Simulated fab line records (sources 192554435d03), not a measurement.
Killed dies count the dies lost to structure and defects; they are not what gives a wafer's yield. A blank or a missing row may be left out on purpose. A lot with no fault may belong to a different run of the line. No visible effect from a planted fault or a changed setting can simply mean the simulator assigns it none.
Split-lot experiment || flow n5Finfet || 7 lots, 21 wafers read, on a route of 1938 steps

## THE SPLIT ITSELF
At N5_SD_EPI_N_ETCH_16 (etches SiO2 in CHF3/O2, target depth 5 nm), the setting targetDepthA was moved away from the recipe's 50 angstrom on 8 of the 21 wafers read, by -9.6% to +11.5%. For the rest of the wafers, this setting stayed at what the recipe calls for.

The reading is taken at the split's own step.

## THE READING
etch.depthNm (the simulator's own value, which no gauge read), in nm, at N5_SD_EPI_N_ETCH_16 (etches SiO2 in CHF3/O2, target depth 5 nm). There is no usual value for it anywhere in the file. Here, 13 wafers ran the recipe; their average is 4.998 nm with a standard deviation of 0.12 nm.

{"wafer": "L074.2", "tool, chamber at the split": "rieDiel-04, 3", "targetDepthA as run, angstrom": 54.59, "against the recipe": "+9.2%", "etch.depthNm, nm": 5.446, "against lot-mates on the recipe": "+0.279"}
{"wafer": "L074.3", "tool, chamber at the split": "rieDiel-04, 2", "targetDepthA as run, angstrom": 50, "against the recipe": "recipe", "etch.depthNm, nm": 5.167, "against lot-mates on the recipe": "-"}
{"wafer": "L074.6", "tool, chamber at the split": "rieDiel-04, 3", "targetDepthA as run, angstrom": 54.59, "against the recipe": "+9.2%", "etch.depthNm, nm": 5.505, "against lot-mates on the recipe": "+0.338"}
{"wafer": "L076.1", "tool, chamber at the split": "rieDiel-04, 3", "targetDepthA as run, angstrom": 50, "against the recipe": "recipe", "etch.depthNm, nm": 5.017, "against lot-mates on the recipe": "-"}
{"wafer": "L076.3", "tool, chamber at the split": "rieDiel-04, 0", "targetDepthA as run, angstrom": 45.71, "against the recipe": "-8.6%", "etch.depthNm, nm": 4.781, "against lot-mates on the recipe": -0.242}
{"wafer": "L076.5", "tool, chamber at the split": "rieDiel-04, 3", "targetDepthA as run, angstrom": 50, "against the recipe": "recipe", "etch.depthNm, nm": 5.029, "against lot-mates on the recipe": "-"}
{"wafer": "L077.1", "tool, chamber at the split": "rieDiel-04, 2", "targetDepthA as run, angstrom": 45.18, "against the recipe": "-9.6%", "etch.depthNm, nm": 4.665, "against lot-mates on the recipe": "no lot-mate on the recipe"}
{"wafer": "L077.3", "tool, chamber at the split": "rieDiel-04, 0", "targetDepthA as run, angstrom": 45.18, "against the recipe": "-9.6%", "etch.depthNm, nm": 4.752, "against lot-mates on the recipe": "no lot-mate on the recipe"}
{"wafer": "L077.5", "tool, chamber at the split": "rieDiel-04, 0", "targetDepthA as run, angstrom": 45.18, "against the recipe": "-9.6%", "etch.depthNm, nm": 4.72, "against lot-mates on the recipe": "no lot-mate on the recipe"}
{"wafer": "L087.3", "tool, chamber at the split": "rieDiel-01, 2", "targetDepthA as run, angstrom": 50, "against the recipe": "recipe", "etch.depthNm, nm": 4.789, "against lot-mates on the recipe": "-"}
{"wafer": "L087.4", "tool, chamber at the split": "rieDiel-01, 1", "targetDepthA as run, angstrom": 50, "against the recipe": "recipe", "etch.depthNm, nm": 4.906, "against lot-mates on the recipe": "-"}
{"wafer": "L087.6", "tool, chamber at the split": "rieDiel-01, 0", "targetDepthA as run, angstrom": 50, "against the recipe": "recipe", "etch.depthNm, nm": 5.061, "against lot-mates on the recipe": "-"}
{"wafer": "L089.2", "tool, chamber at the split": "rieDiel-06, 3", "targetDepthA as run, angstrom": 55.76, "against the recipe": "+11.5%", "etch.depthNm, nm": 5.514, "against lot-mates on the recipe": "+0.567"}
{"wafer": "L089.4", "tool, chamber at the split": "rieDiel-06, 1", "targetDepthA as run, angstrom": 50, "against the recipe": "recipe", "etch.depthNm, nm": 4.981, "against lot-mates on the recipe": "-"}
{"wafer": "L089.6", "tool, chamber at the split": "rieDiel-06, 3", "targetDepthA as run, angstrom": 50, "against the recipe": "recipe", "etch.depthNm, nm": 4.912, "against lot-mates on the recipe": "-"}
{"wafer": "L090.2", "tool, chamber at the split": "rieDiel-04, 0", "targetDepthA as run, angstrom": 50, "against the recipe": "recipe", "etch.depthNm, nm": 5.126, "against lot-mates on the recipe": "-"}
{"wafer": "L090.4", "tool, chamber at the split": "rieDiel-04, 3", "targetDepthA as run, angstrom": 50, "against the recipe": "recipe", "etch.depthNm, nm": 4.967, "against lot-mates on the recipe": "-"}
{"wafer": "L090.5", "tool, chamber at the split": "rieDiel-04, 2", "targetDepthA as run, angstrom": 50, "against the recipe": "recipe", "etch.depthNm, nm": 5.158, "against lot-mates on the recipe": "-"}
{"wafer": "L091.1", "tool, chamber at the split": "rieDiel-01, 0", "targetDepthA as run, angstrom": 50, "against the recipe": "recipe", "etch.depthNm, nm": 5.057, "against lot-mates on the recipe": "-"}
{"wafer": "L091.2", "tool, chamber at the split": "rieDiel-01, 1", "targetDepthA as run, angstrom": 48.42, "against the recipe": "-3.2%", "etch.depthNm, nm": 4.738, "against lot-mates on the recipe": -0.192}
{"wafer": "L091.3", "tool, chamber at the split": "rieDiel-01, 2", "targetDepthA as run, angstrom": 50, "against the recipe": "recipe", "etch.depthNm, nm": 4.803, "against lot-mates on the recipe": "-"}

THE FIT
A straight line over all 21 wafers: etch.depthNm changes by +0.0391 nm for each +1% of targetDepthA; r = +0.89; the points scatter about the line by 0.12 nm.
The same after taking each lot's own level away (the mean of its wafers on the recipe; 18 wafers): +0.0385 nm for each +1%; r = +0.90; scatter 0.089 nm.
Per that fit: largest targetDepthA move, reading shift of 0.44 nm.
Across the lots, their own levels run from 4.9187 to 5.1670 nm, a range of 2.1 times the standard deviation given above.
The two slopes agree, so the slope changes little with the lot-to-lot level.
Check: +0.38 nm against its lot-mates is what the line predicts for one of the wafers moved furthest among these (+11.5%) when that wafer is left out of the fit. Against them it came out at +0.567 nm.

## OTHER SPLITS ON THESE WAFERS
These wafers also went through other splits before the reading. Each is held against what the fit with the lots' levels taken away leaves over:
{"other split on the same wafers": "N5_WELL_APT_COAT_02 spinRpm", "wafers away from the commonest value": 3, "r with etch.depthNm (lot level and that fit taken away)": -0.10}
{"other split on the same wafers": "N5_PMOS_HMC_CHANNEL_EPI_COAT_03 spinRpm", "wafers away from the commonest value": 8, "r with etch.depthNm (lot level and that fit taken away)": -0.07}
{"other split on the same wafers": "N5_PMOS_HMC_CHANNEL_EPI_PEB_07 pebTimeS", "wafers away from the commonest value": 5, "r with etch.depthNm (lot level and that fit taken away)": "+0.03"}
{"other split on the same wafers": "N5_FIN_SAQP_PEB_14 pebTimeS", "wafers away from the commonest value": 7, "r with etch.depthNm (lot level and that fit taken away)": "+0.12"}
{"other split on the same wafers": "N5_SD_EPI_N_EXPOSE_06 doseMj", "wafers away from the commonest value": 8, "r with etch.depthNm (lot level and that fit taken away)": "+0.30"}

## FILE'S OWN FIT
etch.depthNm changes by +0.0401 nm for each +1% of targetDepthA, r = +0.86.
